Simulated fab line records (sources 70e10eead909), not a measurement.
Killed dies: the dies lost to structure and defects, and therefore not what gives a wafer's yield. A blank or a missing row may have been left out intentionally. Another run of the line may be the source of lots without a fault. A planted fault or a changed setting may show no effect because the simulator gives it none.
One fault seen from 3 desks || flow nand-harc || what lay behind the numbers comes last; until then each desk has only its own

## FOR THE TOOL OWNER'S DESK: ald-hk-03
The tool's own readings at NHARC_A_WL_FILL_ALD_10 (deposits SiO2, target thk 50 nm, pulse time 10 s, ald cycles 500): means of the sampled wafers that have a number, for each lot that ran on this tool. Any lot whose mean is over 4 standard deviations away from the usual mean is out of limits and marked OUT; that distance is given in the brackets.
Columns: A = heater-power-w at NHARC_A_WL_FILL_ALD_10, usual 463 W; B = precursor-pulse-height-rel at NHARC_A_WL_FILL_ALD_10, usual 0.999
{"lot": "L551", "first seen here": "day 22 11:59", "A": 480, "B": 1.017}
{"lot": "L554", "first seen here": "day 23 13:26", "A": 473, "B": 1.002}
{"lot": "L556", "first seen here": "day 24 03:43", "A": 469, "B": 0.984}
{"lot": "L563", "first seen here": "day 27 06:31", "A": 459, "B": 0.996}
Result from this desk: across the 4 lots, nothing is out of limits.

## THE METROLOGY DESK
What the gauges read, lot by lot, whatever tool the lot ran on: means of the sampled wafers that have a number. Any lot whose mean is over 4 standard deviations away from the usual mean is out of limits and marked OUT; that distance is given in the brackets.
Columns: A = overlay-x-nm at NHARC_A_SLIT_OVL_MEAS_10, usual -0.1 nm; B = overlay-y-nm at NHARC_A_SLIT_OVL_MEAS_10, usual 0.1 nm
{"lot": "L550", "first seen here": "day 20 10:16", "A": -1.4, "B": 0.9}
{"lot": "L551", "first seen here": "day 21 04:25", "A": -1.1, "B": -0.0}
{"lot": "L552", "first seen here": "day 21 15:50", "A": 1.1, "B": 0.5}
{"lot": "L553", "first seen here": "day 22 08:01", "A": 1.4, "B": -1.6}
{"lot": "L555", "first seen here": "day 22 17:41", "A": -0.2, "B": -1.5}
{"lot": "L554", "first seen here": "day 22 17:50", "A": 0.6, "B": 0.3}
{"lot": "L556", "first seen here": "day 23 05:19", "A": 0.3, "B": 1.0}
{"lot": "L558", "first seen here": "day 23 18:06", "A": 1.3, "B": 0.8}
{"lot": "L563", "first seen here": "day 26 01:18", "A": -0.9, "B": 1.1}
{"lot": "L569", "first seen here": "day 28 18:54", "A": -1.3, "B": 0.0}
{"lot": "L568", "first seen here": "day 28 19:34", "A": -0.8, "B": 0.6}
{"lot": "L571", "first seen here": "day 29 13:25", "A": -0.5, "B": 1.5}
Result from this desk: across the 12 lots, nothing is out of limits.

## THE DEFECT DESK
Counts from the inspections along the route, per lot, as means over the sampled wafers that have a number. Any lot whose mean is over 4 standard deviations away from the usual mean is out of limits and marked OUT; that distance is given in the brackets.
Columns: A = raw-defect-count at NHARC_A_SLIT_INSPECT_11, usual 53
{"lot": "L550", "first seen here": "day 20 10:18", "A": 75}
{"lot": "L551", "first seen here": "day 21 04:27", "A": 58}
{"lot": "L552", "first seen here": "day 21 15:52", "A": 19}
{"lot": "L553", "first seen here": "day 22 08:02", "A": 70}
{"lot": "L555", "first seen here": "day 22 17:43", "A": 23}
{"lot": "L554", "first seen here": "day 22 17:53", "A": 122}
{"lot": "L556", "first seen here": "day 23 05:21", "A": 79}
{"lot": "L558", "first seen here": "day 23 18:08", "A": 98}
{"lot": "L563", "first seen here": "day 26 01:20", "A": 87}
{"lot": "L569", "first seen here": "day 28 18:56", "A": 8}
{"lot": "L568", "first seen here": "day 28 19:36", "A": 13}
{"lot": "L571", "first seen here": "day 29 13:26", "A": 36}
Result from this desk: across the 12 lots, nothing is out of limits.

## ALL TOGETHER
Nothing out of limits was seen by the tool owner's desk.
Metrology desk: nothing out of limits seen.
No out-of-limits result turned up at the defect desk.

## WHAT HAD BEEN PUT IN BY THE SIMULATOR
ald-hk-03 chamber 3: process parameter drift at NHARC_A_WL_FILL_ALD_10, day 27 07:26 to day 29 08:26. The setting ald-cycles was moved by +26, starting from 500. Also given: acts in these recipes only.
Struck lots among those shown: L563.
